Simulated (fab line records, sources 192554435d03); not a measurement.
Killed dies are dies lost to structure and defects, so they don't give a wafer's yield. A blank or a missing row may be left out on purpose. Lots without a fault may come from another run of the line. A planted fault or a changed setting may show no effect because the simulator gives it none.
Chamber matching | flow n5_finfet | N5_MOL_CONTACT_COAG_ETCH_105 on rie_diel-02: 4 sister chambers
The step etches SiARC in CF4, target depth 15.6 nm, time 26 s. 8 wafers are shown with their chamber, then 9 later ones without.

WAFERS WITH THEIR CHAMBER
wafer  | chamber | drypump_motor_current_A (A) | showerhead_plenum_p_Torr (Torr)
L080.3 | 0       | 5.9                         | 2.04
L080.6 | 0       | 5.9                         | 2.04
L082.1 | 1       | 5.0                         | 2.06
L082.4 | 2       | 6.2                         | 2.22
L082.5 | 1       | 5.0                         | 2.06
L087.1 | 2       | 6.1                         | 2.21
L087.3 | 3       | 6.1                         | 2.05
L087.5 | 3       | 6.1                         | 2.05

WAFERS WITHOUT THEIR CHAMBER
wafer  | drypump_motor_current_A (A) | showerhead_plenum_p_Torr (Torr)
L093.1 | 6.1                         | 2.21
L093.3 | 5.9                         | 2.03
L093.6 | 5.9                         | 2.03
L094.2 | 5.9                         | 2.03
L094.3 | 5.0                         | 2.05
L094.5 | 6.1                         | 2.05
L095.3 | 5.9                         | 2.03
L095.4 | 5.0                         | 2.05
L095.5 | 5.9                         | 2.03

WHICH CHAMBER EACH WENT THROUGH
wafer  | from the rows above | in truth
L093.1 | 2                   | 2
L093.3 | 0                   | 0
L093.6 | 0                   | 0
L094.2 | 0                   | 0
L094.3 | 1                   | 1
L094.5 | 3                   | 3
L095.3 | 0                   | 0
L095.4 | 1                   | 1
L095.5 | 0                   | 0
Placed correctly: 9 of 9. Can't be placed from these rows: 0. Placed wrongly: 0.
How it was worked out, from the rows above alone: a wafer's distance from a chamber is the root of the sum, over the readings, of the square of ((its reading less the chamber's mean) divided by the reading's scatter). The wafer belongs to the nearest chamber; if the next one is less than 2 further off, it can't be placed. A chamber's mean is the mean of its shown wafers. The scatter: the root of (the sum of the squares of (reading less its chamber's mean) over the shown wafers, divided by (wafers less chambers)).
